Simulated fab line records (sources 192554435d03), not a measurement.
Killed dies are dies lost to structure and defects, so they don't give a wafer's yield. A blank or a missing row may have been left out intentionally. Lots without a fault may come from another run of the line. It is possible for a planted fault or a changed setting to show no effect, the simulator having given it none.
Split-lot experiment :: flow n5_finfet :: 21 wafers read across 7 lots, on a route 1938 steps long

## ABOUT THE SPLIT
At N5_BEOL_M7_COAT_05 (resist thk 90 nm), the setting spin_rpm was moved away from the recipe's 1500 rpm on 7 of the 21 wafers read, by -8.6% to +10.0%. All remaining wafers had this setting at the recipe value.

## FROM THE SPLIT TO THE READING: what the file shows between them, 4 steps
- N5_BEOL_M7_EBR_07
- N5_BEOL_M7_SOFTBAKE_06: time 60 s
- N5_BEOL_M7_EXPOSE_08: exposes mask M7
- N5_BEOL_M7_PEB_09: peb time 60 s

## THE READING
CAR-ArF_of_BEOL_M7_COAT_05.thk_nm (the simulator's own value, which no gauge read), in nm, at N5_BEOL_M7_DEVELOP_10 (develop time 30 s). There is no usual value for it anywhere in the file. The 14 wafers here that ran the recipe average 88.2 nm, standard deviation 0.35 nm.

wafer: L074.1
tool, chamber at the split: litho_track-04, 0
spin_rpm as run, rpm: 1500
against the recipe: recipe
CAR-ArF_of_BEOL_M7_COAT_05.thk_nm, nm: 87.8
against lot-mates on the recipe: -

wafer: L074.2
tool, chamber at the split: litho_track-04, 0
spin_rpm as run, rpm: 1500
against the recipe: recipe
CAR-ArF_of_BEOL_M7_COAT_05.thk_nm, nm: 88.4
against lot-mates on the recipe: -

wafer: L074.3
tool, chamber at the split: litho_track-04, 0
spin_rpm as run, rpm: 1500
against the recipe: recipe
CAR-ArF_of_BEOL_M7_COAT_05.thk_nm, nm: 88.4
against lot-mates on the recipe: -

wafer: L079.2
tool, chamber at the split: litho_track-05, 0
spin_rpm as run, rpm: 1500
against the recipe: recipe
CAR-ArF_of_BEOL_M7_COAT_05.thk_nm, nm: 88.8
against lot-mates on the recipe: -

wafer: L079.3
tool, chamber at the split: litho_track-05, 0
spin_rpm as run, rpm: 1650
against the recipe: +10.0%
CAR-ArF_of_BEOL_M7_COAT_05.thk_nm, nm: 84.4
against lot-mates on the recipe: -4.2

wafer: L079.4
tool, chamber at the split: litho_track-05, 0
spin_rpm as run, rpm: 1500
against the recipe: recipe
CAR-ArF_of_BEOL_M7_COAT_05.thk_nm, nm: 88.4
against lot-mates on the recipe: -

wafer: L080.1
tool, chamber at the split: litho_track-02, 0
spin_rpm as run, rpm: 1500
against the recipe: recipe
CAR-ArF_of_BEOL_M7_COAT_05.thk_nm, nm: 88.4
against lot-mates on the recipe: -

wafer: L080.2
tool, chamber at the split: litho_track-02, 0
spin_rpm as run, rpm: 1500
against the recipe: recipe
CAR-ArF_of_BEOL_M7_COAT_05.thk_nm, nm: 88.2
against lot-mates on the recipe: -

wafer: L080.5
tool, chamber at the split: litho_track-02, 0
spin_rpm as run, rpm: 1500
against the recipe: recipe
CAR-ArF_of_BEOL_M7_COAT_05.thk_nm, nm: 88.2
against lot-mates on the recipe: -

wafer: L082.1
tool, chamber at the split: litho_track-02, 0
spin_rpm as run, rpm: 1371
against the recipe: -8.6%
CAR-ArF_of_BEOL_M7_COAT_05.thk_nm, nm: 92.4
against lot-mates on the recipe: +3.8

wafer: L082.3
tool, chamber at the split: litho_track-02, 0
spin_rpm as run, rpm: 1500
against the recipe: recipe
CAR-ArF_of_BEOL_M7_COAT_05.thk_nm, nm: 88.6
against lot-mates on the recipe: -

wafer: L082.4
tool, chamber at the split: litho_track-02, 0
spin_rpm as run, rpm: 1500
against the recipe: recipe
CAR-ArF_of_BEOL_M7_COAT_05.thk_nm, nm: 88.6
against lot-mates on the recipe: -

wafer: L085.1
tool, chamber at the split: litho_track-05, 0
spin_rpm as run, rpm: 1581
against the recipe: +5.4%
CAR-ArF_of_BEOL_M7_COAT_05.thk_nm, nm: 85.8
against lot-mates on the recipe: no lot-mate on the recipe

wafer: L085.3
tool, chamber at the split: litho_track-05, 0
spin_rpm as run, rpm: 1581
against the recipe: +5.4%
CAR-ArF_of_BEOL_M7_COAT_05.thk_nm, nm: 85.6
against lot-mates on the recipe: no lot-mate on the recipe

wafer: L085.4
tool, chamber at the split: litho_track-05, 0
spin_rpm as run, rpm: 1581
against the recipe: +5.4%
CAR-ArF_of_BEOL_M7_COAT_05.thk_nm, nm: 86
against lot-mates on the recipe: no lot-mate on the recipe

wafer: L089.1
tool, chamber at the split: litho_track-05, 0
spin_rpm as run, rpm: 1374
against the recipe: -8.4%
CAR-ArF_of_BEOL_M7_COAT_05.thk_nm, nm: 92.2
against lot-mates on the recipe: +4.2

wafer: L089.3
tool, chamber at the split: litho_track-05, 0
spin_rpm as run, rpm: 1374
against the recipe: -8.4%
CAR-ArF_of_BEOL_M7_COAT_05.thk_nm, nm: 92
against lot-mates on the recipe: +4.0

wafer: L089.5
tool, chamber at the split: litho_track-05, 0
spin_rpm as run, rpm: 1500
against the recipe: recipe
CAR-ArF_of_BEOL_M7_COAT_05.thk_nm, nm: 88
against lot-mates on the recipe: -

wafer: L091.1
tool, chamber at the split: litho_track-05, 0
spin_rpm as run, rpm: 1500
against the recipe: recipe
CAR-ArF_of_BEOL_M7_COAT_05.thk_nm, nm: 87.8
against lot-mates on the recipe: -

wafer: L091.2
tool, chamber at the split: litho_track-05, 0
spin_rpm as run, rpm: 1500
against the recipe: recipe
CAR-ArF_of_BEOL_M7_COAT_05.thk_nm, nm: 87.8
against lot-mates on the recipe: -

wafer: L091.5
tool, chamber at the split: litho_track-05, 0
spin_rpm as run, rpm: 1500
against the recipe: recipe
CAR-ArF_of_BEOL_M7_COAT_05.thk_nm, nm: 87.6
against lot-mates on the recipe: -

FIT RESULTS
A straight line over all 21 wafers: CAR-ArF_of_BEOL_M7_COAT_05.thk_nm changes by -0.444 nm for each +1% of spin_rpm; r = -0.99; the points scatter about the line by 0.35 nm.
The same after taking each lot's own level away (the mean of its wafers on the recipe; 18 wafers): -0.453 nm for each +1%; r = -0.99; scatter 0.2 nm.
The reading moves by 4.5 nm for the largest change in spin_rpm, on that fit.
The lots' own levels span 87.73 to 88.60 nm, that is 2.5 times the standard deviation above.
So the lot-to-lot level changes the slope little: the two slopes agree.
Check: -4.72 nm against its lot-mates is what the line predicts for one of the wafers moved furthest among these (+10.0%) when that wafer is left out of the fit. It came out at -4.2 nm against them.

## ADDITIONAL SPLITS CARRIED BY THESE WAFERS
Before the reading, these wafers also passed through other splits. Each is held against what the fit with the lots' levels taken away leaves over:
other split on the same wafers: N5_BEOL_M1_TRENCH_ETCH_37 bias_w
wafers away from the commonest value: 6
r with CAR-ArF_of_BEOL_M7_COAT_05.thk_nm (lot level and that fit taken away): -0.18

other split on the same wafers: N5_BEOL_M2_ILD_DEP_00 time_s
wafers away from the commonest value: 10
r with CAR-ArF_of_BEOL_M7_COAT_05.thk_nm (lot level and that fit taken away): +0.23

other split on the same wafers: N5_BEOL_M2_PECVD_72 temp_c
wafers away from the commonest value: 8
r with CAR-ArF_of_BEOL_M7_COAT_05.thk_nm (lot level and that fit taken away): -0.03

other split on the same wafers: N5_BEOL_M3_VIA_ETCH_34 bias_w
wafers away from the commonest value: 4
r with CAR-ArF_of_BEOL_M7_COAT_05.thk_nm (lot level and that fit taken away): +0.08

other split on the same wafers: N5_BEOL_M3_TRENCH_ETCH_37 source_w
wafers away from the commonest value: 7
r with CAR-ArF_of_BEOL_M7_COAT_05.thk_nm (lot level and that fit taken away): +0.65

other split on the same wafers: N5_BEOL_M4_TRENCH_ETCH_37 source_w
wafers away from the commonest value: 6
r with CAR-ArF_of_BEOL_M7_COAT_05.thk_nm (lot level and that fit taken away): -0.13

other split on the same wafers: N5_BEOL_M5_ETCH_72 bias_w
wafers away from the commonest value: 8
r with CAR-ArF_of_BEOL_M7_COAT_05.thk_nm (lot level and that fit taken away): +0.09

other split on the same wafers: N5_BEOL_M5_COAT_22 spin_rpm
wafers away from the commonest value: 6
r with CAR-ArF_of_BEOL_M7_COAT_05.thk_nm (lot level and that fit taken away): +0.16

## THE WHOLE CHAIN: every reading that the file lists as answering this split, in the file's order
step: N5_BEOL_M7_COAT_05
what it does: resist thk 90 nm
reading: CAR-ArF_of_BEOL_M7_COAT_05.thk_nm (the simulator's own value, which no gauge read)
change (the file's fit): -0.428 nm for each +1% of the setting
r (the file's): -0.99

step: N5_BEOL_M7_DEVELOP_10
what it does: develop time 30 s
reading: CAR-ArF_of_BEOL_M7_COAT_05.thk_nm (the simulator's own value, which no gauge read)
change (the file's fit): -0.446 nm for each +1% of the setting
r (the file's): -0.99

## THE FILE'S OWN FIT
CAR-ArF_of_BEOL_M7_COAT_05.thk_nm changes by -0.446 nm for each +1% of spin_rpm, r = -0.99.
